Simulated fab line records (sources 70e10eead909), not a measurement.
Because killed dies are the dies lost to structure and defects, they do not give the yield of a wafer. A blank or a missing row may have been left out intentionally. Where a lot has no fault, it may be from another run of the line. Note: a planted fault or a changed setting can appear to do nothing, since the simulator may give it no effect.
Which tool is to blame? | flow nand harc | 6 lots with 18 wafers sampled at 2 steps, on a route of 1159 steps

## WHAT EACH GAUGE READ, for each wafer
NHARC_A_CONTACT_CD_MEAS_15.
lot  | measured     | on        | cd nm (nm)
L902 | day 17 11:32 | cd sem-01 | 89.8 89.1 88.8
L904 | day 18 03:23 | cd sem-03 | 89.4 89.9 89.0
L913 | day 20 07:40 | cd sem-02 | 89.3 89.2 89.8
L916 | day 21 02:38 | cd sem-02 | 89.4 89.8 91.7
L919 | day 21 13:18 | cd sem-01 | 90.5 89.6 90.2
L922 | day 22 06:22 | cd sem-01 | 90.3 89.8 89.4

## EACH LOT AND THE TOOL THAT RAN IT (in order: tool; ch and the chambers of the sampled wafers; start)
lot  | NHARC_A_CONTACT_ETCH_92
L902 | rie diel-10 ch 1,2,3, day 17 11:18
L904 | rie diel-03 ch 1,2,3, day 18 03:12
L913 | rie diel-03 ch 0,2,3, day 20 07:28
L916 | rie diel-10 ch 0,1,3, day 21 02:25
L919 | rie diel-11 ch 1,2,3, day 21 13:07
L922 | rie diel-11 ch 0,1,2, day 22 06:10
- NHARC_A_CONTACT_ETCH_92: etches the open film in CH3F/O2, target depth 40 nm, time 85.7 s.

## THE ANSWER, worked out from the rows above alone
Rule: usual is defined by the lots themselves. The widest of any qualifying gaps counts: lots, ordered by their means at a reading, are off when they make up no more than a third of the lots, leave a main group of 4 or more, and stand apart from it by 3 or more times the standard deviation of that group's means. A main group is skipped when, at the precision printed for the reading in the tables above, its means are all equal. A lot without any number at a reading at which 4 lots or more have one is off too. The other lots that the step has rows for count as sound.
None of the lots is off at any reading shown; this tells nothing.

## WHAT HAD BEEN PUT IN BY THE SIMULATOR
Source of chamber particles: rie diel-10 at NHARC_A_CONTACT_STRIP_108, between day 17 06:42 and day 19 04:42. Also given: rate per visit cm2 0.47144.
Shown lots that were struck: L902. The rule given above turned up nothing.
